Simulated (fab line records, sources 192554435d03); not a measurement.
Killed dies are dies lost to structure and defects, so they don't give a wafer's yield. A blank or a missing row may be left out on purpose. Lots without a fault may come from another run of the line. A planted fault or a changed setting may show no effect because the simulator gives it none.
Split-lot experiment | flow n5_finfet | 7 lots, 39 wafers read, on a route of 1938 steps

THE SPLIT
At N5_WELL_APT_IMPLANT_31, the setting energy_kev was moved away from the recipe's 60 on 12 of the 39 wafers read, by +3.9% to +9.0%. The other wafers ran this setting at the recipe's value.

The reading is taken at the split's own step.

THE READING
implant.drp_nm (the simulator's own value, which no gauge read), in nm, at N5_WELL_APT_IMPLANT_31. The file gives no usual value for it.

wafer  | tool, chamber at the split | energy_kev as run | against the recipe | implant.drp_nm, nm | against lot-mates on the recipe
L077.3 | implanter-02, 0            | 60                | recipe             | 64.53              | -
L077.4 | implanter-02, 0            | 60                | recipe             | 64.53              | -
L077.5 | implanter-02, 0            | 60                | recipe             | 64.53              | -
L082.1 | implanter-01, 0            | 60                | recipe             | 64.53              | -
L082.2 | implanter-01, 0            | 60                | recipe             | 64.53              | -
L082.3 | implanter-01, 0            | 60                | recipe             | 64.53              | -
L082.4 | implanter-01, 0            | 60                | recipe             | 64.53              | -
L082.5 | implanter-01, 0            | 60                | recipe             | 64.53              | -
L082.6 | implanter-01, 0            | 60                | recipe             | 64.53              | -
L083.1 | implanter-01, 0            | 60                | recipe             | 64.53              | -
L083.2 | implanter-01, 0            | 60                | recipe             | 64.53              | -
L083.3 | implanter-01, 0            | 60                | recipe             | 64.53              | -
L083.4 | implanter-01, 0            | 60                | recipe             | 64.53              | -
L083.5 | implanter-01, 0            | 60                | recipe             | 64.53              | -
L083.6 | implanter-01, 0            | 60                | recipe             | 64.53              | -
L085.1 | implanter-01, 0            | 62.32             | +3.9%              | 65.82              | +1.29
L085.3 | implanter-01, 0            | 62.32             | +3.9%              | 65.82              | +1.29
L085.6 | implanter-01, 0            | 62.32             | +3.9%              | 65.82              | +1.29
L085.2 | implanter-01, 0            | 60                | recipe             | 64.53              | -
L085.4 | implanter-01, 0            | 60                | recipe             | 64.53              | -
L085.5 | implanter-01, 0            | 60                | recipe             | 64.53              | -
L086.1 | implanter-02, 0            | 60                | recipe             | 64.53              | -
L086.2 | implanter-02, 0            | 60                | recipe             | 64.53              | -
L086.3 | implanter-02, 0            | 60                | recipe             | 64.53              | -
L086.4 | implanter-02, 0            | 62.38             | +4.0%              | 65.85              | +1.32
L086.5 | implanter-02, 0            | 62.38             | +4.0%              | 65.85              | +1.32
L086.6 | implanter-02, 0            | 62.38             | +4.0%              | 65.85              | +1.32
L094.1 | implanter-01, 0            | 60                | recipe             | 64.53              | -
L094.2 | implanter-01, 0            | 60                | recipe             | 64.53              | -
L094.3 | implanter-01, 0            | 60                | recipe             | 64.53              | -
L094.4 | implanter-01, 0            | 65.41             | +9.0%              | 67.48              | +2.95
L094.5 | implanter-01, 0            | 65.41             | +9.0%              | 67.48              | +2.95
L094.6 | implanter-01, 0            | 65.41             | +9.0%              | 67.48              | +2.95
L095.1 | implanter-02, 0            | 60                | recipe             | 64.53              | -
L095.5 | implanter-02, 0            | 60                | recipe             | 64.53              | -
L095.6 | implanter-02, 0            | 60                | recipe             | 64.53              | -
L095.2 | implanter-02, 0            | 62.72             | +4.5%              | 66.04              | +1.51
L095.3 | implanter-02, 0            | 62.72             | +4.5%              | 66.04              | +1.51
L095.4 | implanter-02, 0            | 62.72             | +4.5%              | 66.04              | +1.51

THE FIT
A straight line over all 39 wafers: implant.drp_nm changes by +0.329 nm for each +1% of energy_kev; r = +1.00; the points scatter about the line by 0.0093 nm.
The same after taking each lot's own level away (the mean of its wafers on the recipe; 39 wafers): +0.329 nm for each +1%; r = +1.00; scatter 0.0093 nm.
On that fit, the largest move of energy_kev shifts the reading by 3 nm.
The lots' own levels span 64.530 to 64.530 nm.
So the lot-to-lot level changes the slope little: the two slopes agree.
Check: with one of the wafers moved furthest among these (+9.0%) left out of the fit, the line predicts +2.97 nm for it against its lot-mates. It came out at +2.95 nm against them.

OTHER SPLITS ON THESE WAFERS
These wafers also went through other splits before the reading. Each is held against what the fit with the lots' levels taken away leaves over:
other split on the same wafers    | wafers away from the commonest value | r with implant.drp_nm (lot level and that fit taken away)
N5_WELL_APT_IMPLANT_15 energy_kev | 9                                    | -0.39
N5_WELL_APT_EXPOSE_22 dose_mj     | 18                                   | +0.26

THE WHOLE CHAIN: every reading that the file lists as answering this split, in the file's order
step                   | what it does | reading                                                         | change (the file's fit)               | r (the file's)
N5_WELL_APT_IMPLANT_31 |              | implant.rp_nm (the simulator's own value, which no gauge read)  | +2.6 nm for each +1% of the setting   | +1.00
N5_WELL_APT_IMPLANT_31 |              | implant.drp_nm (the simulator's own value, which no gauge read) | +0.331 nm for each +1% of the setting | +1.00

THE FILE'S OWN FIT
implant.drp_nm changes by +0.331 nm for each +1% of energy_kev, r = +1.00.
